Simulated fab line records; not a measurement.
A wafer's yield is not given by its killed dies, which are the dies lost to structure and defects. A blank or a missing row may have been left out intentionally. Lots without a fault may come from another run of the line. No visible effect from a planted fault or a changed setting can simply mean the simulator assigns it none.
One fault through the eyes of 2 desks -- flow nand harc -- every desk sees just its own numbers, and what lay behind them comes last

## AT THE TOOL OWNER'S DESK: pecvd-04
The tool's own readings at NHARC_P_CONTACT_DEP_00 (deposits SiO2, target thk 500 nm): means of the sampled wafers that have a number, for each lot that ran on this tool. A lot is out of limits, marked OUT, if its mean lies more than 4 standard deviations from the usual mean; the brackets give that distance.
Columns: A = heater power w at NHARC_P_CONTACT_DEP_00, usual 577 W; B = throttle valve pct at NHARC_P_CONTACT_DEP_00, usual 15.6 %
lot,first seen here,A,B
L750,day 6 02:13,623,15.3
L753,day 7 05:46,595,15.7
L754,day 7 06:34,547,15.8
L755,day 7 17:31,650,15.2
L758,day 9 03:14,525,16.3
L759,day 9 21:06,630,15.4
L762,day 10 18:04,642,15.6
L772,day 14 15:26,548,15.9
This desk's verdict: no lot among the 8 shows anything out of limits.

## METROLOGY DESK
Means of the sampled wafers that have a number, per lot and without regard to the tool the lot ran on: this is what the gauges read. A lot is out of limits, marked OUT, if its mean lies more than 4 standard deviations from the usual mean; the brackets give that distance.
Columns: A = cd nm at NHARC_A_BONDPAD_CD_MEAS_13, usual 499.0 nm
lot,first seen here,A
L751,day 23 10:05,500.0
L750,day 23 18:04,501.3
L752,day 24 00:56,501.0
L755,day 24 07:47,496.3
L753,day 24 09:44,496.7
L754,day 24 15:22,496.0
L757,day 25 16:39,498.1
L758,day 26 09:10,502.6
L759,day 26 21:09,500.6
L762,day 28 03:36,498.8
L771,day 31 07:37,501.4
L770,day 31 09:28,499.0
L772,day 31 11:55,501.7
This desk's verdict: no lot among the 13 shows anything out of limits.

## BROUGHT TOGETHER
The desk of the tool owner found nothing out of limits.
At the metrology desk, nothing out of limits was observed.

## WHAT THE SIMULATOR HAD PUT IN
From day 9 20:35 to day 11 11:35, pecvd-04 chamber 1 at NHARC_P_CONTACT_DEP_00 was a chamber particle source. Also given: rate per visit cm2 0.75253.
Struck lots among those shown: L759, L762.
